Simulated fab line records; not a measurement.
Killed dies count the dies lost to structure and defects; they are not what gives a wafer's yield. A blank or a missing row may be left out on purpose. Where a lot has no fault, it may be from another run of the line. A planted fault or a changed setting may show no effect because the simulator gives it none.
Matching of chambers + flow n5 finfet + N5_BEOL_M5_DESCUM_16 on rie diel-03 has 4 sister chambers
The step chemistry O2, time 7 s. 20 wafers are shown with their chamber, then 10 later ones without.

== WAFERS WITH THEIR CHAMBER ==
| wafer  | chamber | showerhead plenum p Torr (Torr) | drypump motor current A (A) | throttle valve pct (%) |
|--------|---------|---------------------------------|-----------------------------|------------------------|
| L074.1 | 3       | 2.14                            | 6.2                         | 20.32                  |
| L074.3 | 2       | 2.09                            | 5.4                         | 20.31                  |
| L074.6 | 2       | 2.09                            | 5.4                         | 20.34                  |
| L080.1 | 1       | 2.18                            | 6.1                         | 20.42                  |
| L080.4 | 3       | 2.14                            | 6.3                         | 20.30                  |
| L080.6 | 2       | 2.09                            | 5.5                         | 20.35                  |
| L081.4 | 2       | 2.09                            | 5.5                         | 20.37                  |
| L081.5 | 0       | 2.01                            | 6.2                         | 20.15                  |
| L081.6 | 1       | 2.18                            | 6.2                         | 20.41                  |
| L082.2 | 3       | 2.14                            | 6.2                         | 20.31                  |
| L082.3 | 1       | 2.18                            | 6.2                         | 20.43                  |
| L082.6 | 2       | 2.09                            | 5.5                         | 20.38                  |
| L084.1 | 0       | 2.01                            | 6.2                         | 20.15                  |
| L084.2 | 3       | 2.14                            | 6.2                         | 20.32                  |
| L084.3 | 2       | 2.09                            | 5.5                         | 20.37                  |
| L089.3 | 1       | 2.18                            | 6.1                         | 20.43                  |
| L089.5 | 0       | 2.01                            | 6.2                         | 20.16                  |
| L089.6 | 3       | 2.13                            | 6.2                         | 20.34                  |
| L092.1 | 3       | 2.13                            | 6.3                         | 20.35                  |
| L092.4 | 1       | 2.18                            | 6.1                         | 20.45                  |

SIGNATURES, as means of the wafers listed above
| reading                  | chamber 0 | chamber 1 | chamber 2 | chamber 3 | scatter within a chamber |
|--------------------------|-----------|-----------|-----------|-----------|--------------------------|
| showerhead plenum p Torr | 2.0100    | 2.1800    | 2.0900    | 2.1367    | 0.00289                  |
| drypump motor current A  | 6.200     | 6.140     | 5.467     | 6.233     | 0.0492                   |
| throttle valve pct       | 20.1533   | 20.4280   | 20.3533   | 20.3233   | 0.0194                   |
Rule: a wafer's distance from a chamber is the root of the sum, over the readings, of the square of ((its reading less the chamber's mean) divided by the reading's scatter). The wafer belongs to the nearest chamber; if the next one is less than 2 further off, it can't be placed. The scatter is the square root of a quotient: the sum, over the shown wafers, of each reading's squared deviation from its chamber's mean, divided by wafers minus chambers.

== WAFERS WHOSE CHAMBER IS MISSING ==
| wafer  | showerhead plenum p Torr (Torr) | drypump motor current A (A) | throttle valve pct (%) |
|--------|---------------------------------|-----------------------------|------------------------|
| L092.6 | 2.13                            | 6.2                         | 20.35                  |
| L093.3 | 2.00                            | 6.2                         | 20.18                  |
| L093.4 | 2.13                            | 6.2                         | 20.38                  |
| L093.6 | 2.00                            | 6.1                         | 20.19                  |
| L095.1 | 2.00                            | 6.2                         | 20.20                  |
| L095.2 | 2.13                            | 6.2                         | 20.37                  |
| L095.4 | 2.17                            | 6.2                         | 20.46                  |
| L094.1 | 2.17                            | 6.2                         | 20.47                  |
| L094.2 | 2.08                            | 5.5                         | 20.40                  |
| L094.6 | 2.17                            | 6.1                         | 20.47                  |

== WHICH CHAMBER EACH ONE RAN IN ==
| wafer  | from the rows above | in truth |
|--------|---------------------|----------|
| L092.6 | 3                   | 3        |
| L093.3 | 0                   | 0        |
| L093.4 | 3                   | 3        |
| L093.6 | 0                   | 0        |
| L095.1 | 0                   | 0        |
| L095.2 | 3                   | 3        |
| L095.4 | 1                   | 1        |
| L094.1 | 1                   | 1        |
| L094.2 | 2                   | 2        |
| L094.6 | 1                   | 1        |
Correct placement for 10 of the 10. Can't be placed from these rows: 0. Number placed wrongly: 0.
